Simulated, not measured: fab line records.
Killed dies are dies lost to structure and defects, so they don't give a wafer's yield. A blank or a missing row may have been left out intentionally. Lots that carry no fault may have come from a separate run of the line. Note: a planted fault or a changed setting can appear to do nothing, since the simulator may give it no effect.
Which tool was responsible?	flow nand_harc	37 wafers from 13 lots sampled at 5 of the route's 1159 steps

== WHAT THE GAUGES READ, wafer by wafer ==
NHARC_END_SORT_01. Usual: killed_at_array 29, standard deviation 10; killed_at_other 0.7, standard deviation 1.1; killed_at_periphery 3.3, standard deviation 2.4; killed_dies 33, standard deviation 11; killed_open 3.3, standard deviation 2; killed_short 1.9, standard deviation 1.3.
lot	measured	on	killed_at_array	killed_at_other	killed_at_periphery	killed_dies	killed_open	killed_short	flag
L390	day 24 14:37	prober-01	671 29	0 1	6 0	677 30	1 2	1 1	OFF
L387	day 24 08:58	prober-01	14 677	1 0	6 0	21 677	6 2	2 1	OFF
L391	day 24 22:21	prober-01	672 8 15	0 1 1	5 1 0	677 10 16	4 2 2	2 0 2	OFF

== WHICH TOOL RAN EACH LOT (tool, then ch and the chambers of the sampled wafers, then the start) ==
lot	NHARC_A_STAIRCASE_TRIM_222	NHARC_A_STAIRCASE_ETCH_223	NHARC_A_STAIRCASE_ETCH_232	NHARC_A_STAIRCASE_ETCH_234
L372	rie_diel-02 ch 1,2, day 11 01:38 or earlier	rie_diel-02 ch 0,1,3, day 11 01:38 or earlier	rie_diel-02 ch 0,1,2, day 11 01:38	rie_diel-01 ch 1,2,3, day 11 01:55
L377	rie_diel-06 ch 0,1,2, day 12 00:26 or earlier	rie_diel-06 ch 0,1,2, day 12 00:26 or earlier	rie_diel-06 ch 0,2, day 12 00:26	rie_diel-06 ch 0,1,2, no start
L374	rie_diel-01 ch 0,2,3, day 12 03:16 or earlier	rie_diel-01 ch 0,2,3, day 12 03:16 or earlier	rie_diel-02 ch 0,3, day 12 03:16	rie_diel-02 ch 1,3, no start
L376	rie_diel-01 ch 0,1, day 12 09:26 or earlier	rie_diel-01 ch 0,3, day 12 09:26 or earlier	rie_diel-02 ch 0,1, day 12 09:26	rie_diel-02 ch 0,2,3, no start
L378	rie_diel-02 ch 0,1,3, day 13 01:49 or earlier	rie_diel-02 ch 0,2,3, day 13 01:49 or earlier	rie_diel-06 ch 0,1, day 13 01:49	rie_diel-06 ch 0,1,2, no start
L381	rie_diel-06 ch 0,3, day 13 13:43 or earlier	rie_diel-06 ch 1,3, day 13 13:43 or earlier	rie_diel-02 ch 0,2,3, day 13 13:43	rie_diel-02 ch 2,3, no start
L385	rie_diel-01 ch 0,2,3, day 15 02:25 or earlier	rie_diel-01 ch 0,1,3, day 15 02:25 or earlier	rie_diel-01 ch 0,1,3, day 15 02:25	rie_diel-01 ch 0,1,3, no start
L390	rie_diel-02 ch 2,3, day 15 16:49 or earlier	rie_diel-02 ch 2, day 15 16:49 or earlier	rie_diel-02 ch 1,2, day 15 16:49	rie_diel-02 ch 1,3, day 24 14:37 or earlier
L387	rie_diel-01 ch 2,3, day 15 18:14 or earlier	rie_diel-01 ch 0,3, day 15 18:14 or earlier	rie_diel-02 ch 0,1, day 15 18:14	rie_diel-02 ch 0,3, day 24 08:58 or earlier
L391	rie_diel-02 ch 0,1,2, day 15 21:35 or earlier	rie_diel-02 ch 0,2,3, day 15 21:35 or earlier	rie_diel-02 ch 0,2,3, day 15 21:35	rie_diel-02 ch 0,1,3, day 24 22:21 or earlier
L392	rie_diel-01 ch 0,2,3, day 15 22:41 or earlier	rie_diel-01 ch 0,1,2, day 15 22:41 or earlier	rie_diel-01 ch 0,2,3, day 15 22:41	rie_diel-01 ch 0,1,3, no start
L394	rie_diel-01 ch 0,2,3, day 16 13:57 or earlier	rie_diel-01 ch 0,1,2, day 16 13:57 or earlier	rie_diel-06 ch 0,2,3, day 16 13:57	rie_diel-06 ch 0,2,3, no start
L393	rie_diel-06 ch 1,2,3, day 16 14:55 or earlier	rie_diel-06 ch 1,2,3, day 16 14:55 or earlier	rie_diel-06 ch 1,2, day 16 14:55	rie_diel-06 ch 2,3, no start
- NHARC_A_STAIRCASE_TRIM_222: chemistry O2, time 211.2 s.
- NHARC_A_STAIRCASE_ETCH_223: etches the open film in C4F8/O2, target depth 100 nm, time 40.5 s.
- NHARC_A_STAIRCASE_ETCH_232: etches the open film in C4F8/O2, target depth 100 nm, time 40.5 s.
- NHARC_A_STAIRCASE_ETCH_234: etches the open film in C4F8/O2, target depth 100 nm, time 40.5 s.

== WHAT THE TOOLS THEMSELVES READ (means of the sampled wafers that have a number; where no wafer has one, the mark that the record gives instead) ==
NHARC_A_STAIRCASE_TRIM_222. Usual: drypump_motor_current_A 5.8 A, standard deviation 0.49; oes_product_au 0.999 a.u., standard deviation 0.012; rf_vpp_V 57.9 V, standard deviation 0.91; showerhead_plenum_p_Torr 3.52 Torr, standard deviation 0.13; throttle_valve_pct 17.036 %, standard deviation 0.0087.
lot	tool	drypump_motor_current_A (A)	oes_product_au (a.u.)	rf_vpp_V (V)	showerhead_plenum_p_Torr (Torr)	throttle_valve_pct (%)	flag
L372	rie_diel-02	5.9	0.984	57.5	3.55	17.033	
L377	rie_diel-06	5.6	0.994	57.4	3.51	17.037	
L374	rie_diel-01	5.9	1.003	58.6	3.65	17.037	
L376	rie_diel-01	5.5	0.998	57.5	3.58	17.036	
L378	rie_diel-02	6.0	0.988	58.3	3.45	17.033	
L381	rie_diel-06	6.2	0.991	57.2	3.49	17.035	
L385	rie_diel-01	5.9	0.997	58.4	3.64	17.033	
L390	rie_diel-02	5.8	1.000	57.5	3.38	17.042	
L387	rie_diel-01	5.9	1.008	58.2	3.63	17.026	
L391	rie_diel-02	5.9	0.996	57.4	3.48	17.040	
L392	rie_diel-01	5.9	1.004	58.4	3.63	17.038	
L394	rie_diel-01	5.9	1.008	58.6	3.63	17.043	
L393	rie_diel-06	5.8	1.004	57.0	3.47	17.041	

NHARC_A_STAIRCASE_ETCH_223. Usual: oes_product_au 0.940 a.u., standard deviation 0.014; rf_vpp_V 896 V, standard deviation 4.8.
lot	tool	oes_product_au (a.u.)	rf_vpp_V (V)	flag
L372	rie_diel-02	0.938	893	
L377	rie_diel-06	0.922	896	
L374	rie_diel-01	0.947	900	
L376	rie_diel-01	0.935	901	
L378	rie_diel-02	0.930	891	
L381	rie_diel-06	0.942	894	
L385	rie_diel-01	0.958	898	
L390	rie_diel-02	0.932	894	
L387	rie_diel-01	0.955	900	
L391	rie_diel-02	0.931	890	
L392	rie_diel-01	0.955	896	
L394	rie_diel-01	0.960	898	
L393	rie_diel-06	0.927	893	

NHARC_A_STAIRCASE_ETCH_232. Usual: oes_product_au 0.937 a.u., standard deviation 0.014; rf_vpp_V 894 V, standard deviation 4.7.
lot	tool	oes_product_au (a.u.)	rf_vpp_V (V)	flag
L372	rie_diel-02	0.970	894	
L377	rie_diel-06	0.923	895	
L374	rie_diel-02	0.942	888	
L376	rie_diel-02	0.937	894	
L378	rie_diel-06	0.923	895	
L381	rie_diel-02	0.935	890	
L385	rie_diel-01	0.934	898	
L390	rie_diel-02	1.105	898	OFF
L387	rie_diel-02	1.120	894	OFF
L391	rie_diel-02	1.051	889	OFF
L392	rie_diel-01	0.956	899	
L394	rie_diel-06	0.940	894	
L393	rie_diel-06	0.934	893	

NHARC_A_STAIRCASE_ETCH_234. Usual: oes_product_au 0.936 a.u., standard deviation 0.013; rf_vpp_V 895 V, standard deviation 4.6.
lot	tool	oes_product_au (a.u.)	rf_vpp_V (V)	flag
L372	rie_diel-01	0.942	898	
L377	rie_diel-06	0.911	896	
L374	rie_diel-02	0.940	893	
L376	rie_diel-02	0.944	889	
L378	rie_diel-06	0.935	895	
L381	rie_diel-02	0.939	892	
L385	rie_diel-01	0.935	897	
L390	rie_diel-02	0.941	896	
L387	rie_diel-02	0.940	888	
L391	rie_diel-02	0.931	893	
L392	rie_diel-01	0.943	898	
L394	rie_diel-06	0.934	895	
L393	rie_diel-06	0.944	893	

== THE ANSWER, worked out from the rows above alone ==
Rule: a lot is off if the mean of its wafers that have a number lies more than 3 standard deviations from the usual mean. A lot without any number at a reading at which 4 lots or more have one is off too. All remaining lots with rows at the step are treated as sound. The gauges are gone through in route order, then the tools' own readings, and for those a lot's mean is taken as printed above. At the first step where some lot is off, the reading lying furthest off is the one used; lots without a number count as furthest.
Off, at NHARC_END_SORT_01 on killed_at_array: L390, L387, L391. Neither off nor sound, because the step has no rows for them: L372, L377, L374, L376, L378, L381, L385, L392, L394, L393.
A tool fits if, at a process step before that reading, it ran every lot that is off, and no sound lot after the first of them. Not tried: the gauges at NHARC_END_SORT_01; whatever is off there is also off at NHARC_A_STAIRCASE_ETCH_232, on other tools, and gauge error can't account for it. With no start given for some of its lots, NHARC_A_STAIRCASE_TRIM_222 uses the hours and lot order of NHARC_A_STAIRCASE_ETCH_232. With no start given for some of its lots, NHARC_A_STAIRCASE_ETCH_223 uses the hours and lot order of NHARC_A_STAIRCASE_ETCH_232. With no start given for some of its lots, NHARC_A_STAIRCASE_ETCH_234 uses the hours and lot order of NHARC_END_SORT_01. One candidate fits, namely rie_diel-02 at NHARC_A_STAIRCASE_ETCH_232 and NHARC_A_STAIRCASE_ETCH_234. It ran no sound lot before its first lot that is off in this sample, so the start can't be narrowed down.

== WHAT WAS PUT IN BY THE SIMULATOR ==
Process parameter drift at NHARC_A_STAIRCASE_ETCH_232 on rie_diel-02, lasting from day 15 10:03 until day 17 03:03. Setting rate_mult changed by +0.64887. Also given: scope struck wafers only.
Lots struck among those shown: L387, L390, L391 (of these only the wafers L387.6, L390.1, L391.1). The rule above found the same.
